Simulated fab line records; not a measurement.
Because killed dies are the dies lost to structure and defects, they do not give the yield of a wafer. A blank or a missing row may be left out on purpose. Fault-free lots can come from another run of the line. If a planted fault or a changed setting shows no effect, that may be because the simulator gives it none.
The tool behind it: which one? -- flow n5 finfet -- 11 lots, 29 wafers sampled, at 5 steps of a route of 1938

WHAT THE GAUGES SHOWED, per wafer
No reading from a measuring or inspecting step in the record can be judged against a usual standard deviation.

WHAT TOOL EACH LOT RAN ON (gives the tool, then ch and the chambers of the sampled wafers, and finally the start)
lot,N5_BEOL_M15_STRIP_37,N5_BEOL_M15_SPUTTER_43,N5_PASSIVATION_VIA_ETCH_13,N5_PASSIVATION_ETCH_59,N5_PASSIVATION_PROBE_49
L948,"rie diel-06 ch 0,3, day 11 22:46","pvd sputter-02, day 11 23:12","rie diel-05 ch 1,2, day 12 06:41","rie metal-03 ch 1, day 12 10:21",-
L950,"rie diel-05 ch 0,1,3, day 12 01:13","pvd sputter-02, day 12 02:15","rie diel-05 ch 0,2,3, day 12 10:19","rie metal-02 ch 0,1, day 12 12:20",-
L952,"rie diel-05 ch 0,2,3, day 13 03:30","pvd sputter-02, day 13 03:56","rie diel-05 ch 0,2,3, day 13 12:10","rie metal-02 ch 1, day 13 15:01",-
L955,"rie diel-01 ch 1,2, day 13 16:33","pvd sputter-03, day 13 17:13","rie diel-06 ch 2,3, day 14 01:42","rie metal-01 ch 1, day 14 03:35",-
L953,"rie diel-01 ch 2,3, day 14 00:21","pvd sputter-02, day 14 01:01","rie diel-05 ch 0,1, day 14 08:57","rie metal-03 ch 0,1, day 14 10:53",-
L956,"rie diel-05 ch 0,1,3, day 14 04:20","pvd sputter-03, day 14 05:01","rie diel-05 ch 0,1,2, day 14 12:46","rie metal-03 ch 0,1, day 14 14:51",-
L958,"rie diel-05 ch 1, day 14 12:26","pvd sputter-03, day 14 13:07","rie diel-05 ch 0,3, day 14 22:06","rie metal-02 ch 0,1, day 15 00:06",-
L961,"rie diel-05 ch 0,1,3, day 15 01:38","pvd sputter-01, day 15 02:10","rie diel-06 ch 2,3, day 15 10:31","rie metal-02 ch 0,1, day 15 13:06","prober-02, day 15 17:50"
L962,"rie diel-05 ch 0,2,3, day 15 11:26","pvd sputter-02, day 15 12:11","rie diel-01 ch 0,1,2, day 15 20:08","rie metal-01 ch 0,1, day 15 22:19","prober-01, day 16 02:41"
L969,"rie diel-01 ch 1,2, day 17 08:58","pvd sputter-02, day 17 09:32","rie diel-06 ch 1,3, day 17 22:32","rie metal-02 ch 0,1, day 18 00:35",-
L970,"rie diel-06 ch 0,3, day 18 07:17","pvd sputter-01, day 18 08:17","rie diel-01 ch 0,2, day 18 19:34","rie metal-01 ch 1, day 18 21:44",-
- N5_BEOL_M15_STRIP_37: strips in O2.
- N5_BEOL_M15_SPUTTER_43: material TaN, target thk 15 nm, time 24.19 s.
- N5_PASSIVATION_VIA_ETCH_13: etches SiO2 in CHF3/O2, target depth 660 nm, time 330 s.
- N5_PASSIVATION_ETCH_59: etches TaN in Cl2/BCl3, target depth 65 nm, time 34.9 s.
- N5_PASSIVATION_PROBE_49

WHAT THE TOOLS THEMSELVES READ (means of the sampled wafers that have a number; where no wafer has one, the mark that the record gives instead)
N5_BEOL_M15_STRIP_37. Usual: drypump motor current A 5.6 A, standard deviation 0.3; oes product au 0.81 a.u., standard deviation 0.092; rf vpp V 3.7 V, standard deviation 0.7; showerhead plenum p Torr 2.11 Torr, standard deviation 0.041; throttle valve pct 16.60 %, standard deviation 0.2.
lot,tool,drypump motor current A (A),oes product au (a.u.),rf vpp V (V),showerhead plenum p Torr (Torr),throttle valve pct (%),flag
L948,rie diel-06,5.5,0.77,4.1,2.07,16.64,
L950,rie diel-05,5.6,0.73,4.1,2.12,16.71,
L952,rie diel-05,5.7,0.74,3.6,2.12,16.75,
L955,rie diel-01,5.7,0.93,4.0,2.12,16.60,
L953,rie diel-01,5.5,0.82,4.7,2.10,16.44,
L956,rie diel-05,5.6,0.83,4.5,2.11,16.58,
L958,rie diel-05,5.3,0.76,3.8,2.10,16.55,
L961,rie diel-05,5.6,0.80,3.4,2.11,16.58,
L962,rie diel-05,5.7,0.81,4.0,2.11,16.62,
L969,rie diel-01,5.5,0.87,3.5,2.09,16.60,
L970,rie diel-06,5.5,0.73,3.7,2.07,16.72,

N5_BEOL_M15_SPUTTER_43. Usual: throttle valve pct reads 30.4 % (standard deviation 0.95).
lot,tool,throttle valve pct (%),flag
L948,pvd sputter-02,30.2,
L950,pvd sputter-02,30.9,
L952,pvd sputter-02,30.7,
L955,pvd sputter-03,30.1,
L953,pvd sputter-02,31.1,
L956,pvd sputter-03,30.4,
L958,pvd sputter-03,30.2,
L961,pvd sputter-01,29.5,
L962,pvd sputter-02,30.3,
L969,pvd sputter-02,30.4,
L970,pvd sputter-01,29.1,

N5_PASSIVATION_VIA_ETCH_13. Usual: drypump motor current A 5.6 A, standard deviation 0.31; etch rf on time s 237 s, standard deviation 5.7; mfc ar sccm 200.0 sccm, standard deviation 0.61; oes_f_703_au 0.81 a.u., standard deviation 0.083; oes product au 0.73 a.u., standard deviation 0.075; rf vpp V 525 V, standard deviation 7.8; showerhead plenum p Torr 2.42 Torr, standard deviation 0.053; throttle valve pct 18.80 %, standard deviation 0.19.
lot,tool,drypump motor current A (A),etch rf on time s (s),mfc ar sccm (sccm),oes_f_703_au (a.u.),oes product au (a.u.),rf vpp V (V),showerhead plenum p Torr (Torr),throttle valve pct (%),flag
L948,rie diel-05,5.4,238,200.5,0.82,0.72,536,2.41,18.67,
L950,rie diel-05,5.7,237,199.5,0.75,0.67,528,2.44,18.97,
L952,rie diel-05,5.7,239,200.0,0.74,0.67,528,2.44,18.99,
L955,rie diel-06,5.4,235,200.2,0.74,0.67,512,2.36,19.02,
L953,rie diel-05,5.7,238,200.1,0.75,0.68,531,2.45,18.75,
L956,rie diel-05,5.6,233,200.0,0.77,0.69,533,2.44,18.81,
L958,rie diel-05,5.8,234,199.6,0.82,0.75,524,2.44,18.84,
L961,rie diel-06,5.5,239,200.3,0.72,0.64,513,2.36,19.06,
L962,rie diel-01,5.8,234,200.6,0.87,0.78,522,2.40,18.76,
L969,rie diel-06,5.3,238,199.8,0.80,0.72,517,2.37,18.85,
L970,rie diel-01,5.7,238,199.8,0.84,0.74,518,2.38,18.73,

N5_PASSIVATION_ETCH_59. Usual: bcl3 flow sccm 30.01 sccm, standard deviation 0.092; drypump motor current A 5.8 A, standard deviation 0.41; oes product au 0.85 a.u., standard deviation 0.099; throttle valve pct 21.24 %, standard deviation 0.23.
lot,tool,bcl3 flow sccm (sccm),drypump motor current A (A),oes product au (a.u.),throttle valve pct (%),flag
L948,rie metal-03,30.07,5.1,0.77,21.03,
L950,rie metal-02,29.99,5.7,0.84,21.31,
L952,rie metal-02,30.09,5.6,0.92,21.30,
L955,rie metal-01,30.02,6.4,0.64,21.66,
L953,rie metal-03,29.95,5.7,0.79,21.24,
L956,rie metal-03,30.03,5.5,0.77,21.18,
L958,rie metal-02,30.02,5.8,0.93,21.01,
L961,rie metal-02,30.04,5.7,0.90,21.12,
L962,rie metal-01,30.10,6.1,0.96,21.31,
L969,rie metal-02,29.99,5.7,0.88,21.13,
L970,rie metal-01,29.98,6.3,0.93,21.36,

N5_PASSIVATION_PROBE_49. Usual: defect limited yield 91.7 %, standard deviation 1.7; killed_at_M0_to_M3 34, standard deviation 10; killed_at_M4_up 13, standard deviation 5.1; killed at contacts 12, standard deviation 6.2; killed at front end 36, standard deviation 12; killed at other 3.2, standard deviation 2.6; killed dies 98, standard deviation 20; killed on rim 13, standard deviation 4.5; killed open 65, standard deviation 13; killed short 32, standard deviation 8.4; sort_bin_5_function 4.8 %, standard deviation 1.1; sort_bin_6_memory 3.2 %, standard deviation 0.74; sort n pass 1082, standard deviation 20; sort yield pct 91.7 %, standard deviation 1.7.
lot,tool,defect limited yield (%),killed_at_M0_to_M3,killed_at_M4_up,killed at contacts,killed at front end,killed at other,killed dies,killed on rim,killed open,killed short,sort_bin_5_function (%),sort_bin_6_memory (%),sort n pass,sort yield pct (%),flag
L961,prober-02,85.6,26,84,8,49,2.3,169,30,65,33,8.5,3.8,1011,85.6,OFF
L962,prober-01,85.9,34,91,9,28,4.7,167,29,57,27,9.1,3.2,1013,85.9,OFF

THE ANSWER, worked out from the rows above alone
Rule: take the mean of a lot's wafers that have a number; if it is more than 3 standard deviations from the usual mean, the lot is off. Also off: a lot with no number at a reading for which 4 or more lots have one. All remaining lots with rows at the step are treated as sound. The gauges are gone through in route order, then the tools' own readings, and for those a lot's mean is taken as printed above. The first step at which some lot is off is used, and at that step the reading that is off furthest; a lot without a number counts as furthest.
Off at N5_PASSIVATION_PROBE_49 (killed_at_M4_up): L961, L962. Neither off nor sound, because the step has no rows for them: L948, L950, L952, L955, L953, L956, L958, L969, L970.
If a tool, at that step or one of the process steps before it, ran each lot that is off and ran no sound lot following the first of them, it fits. One fits: N5_BEOL_M15_STRIP_37 on rie diel-05. It ran no sound lot before its first lot that is off in this sample, so the start can't be narrowed down.

WHAT WAS PUT IN BY THE SIMULATOR
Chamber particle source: rie diel-05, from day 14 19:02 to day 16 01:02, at N5_BEOL_M15_STRIP_37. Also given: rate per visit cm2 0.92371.
Struck lots among those shown: L961, L962. The rule above reached the same finding.
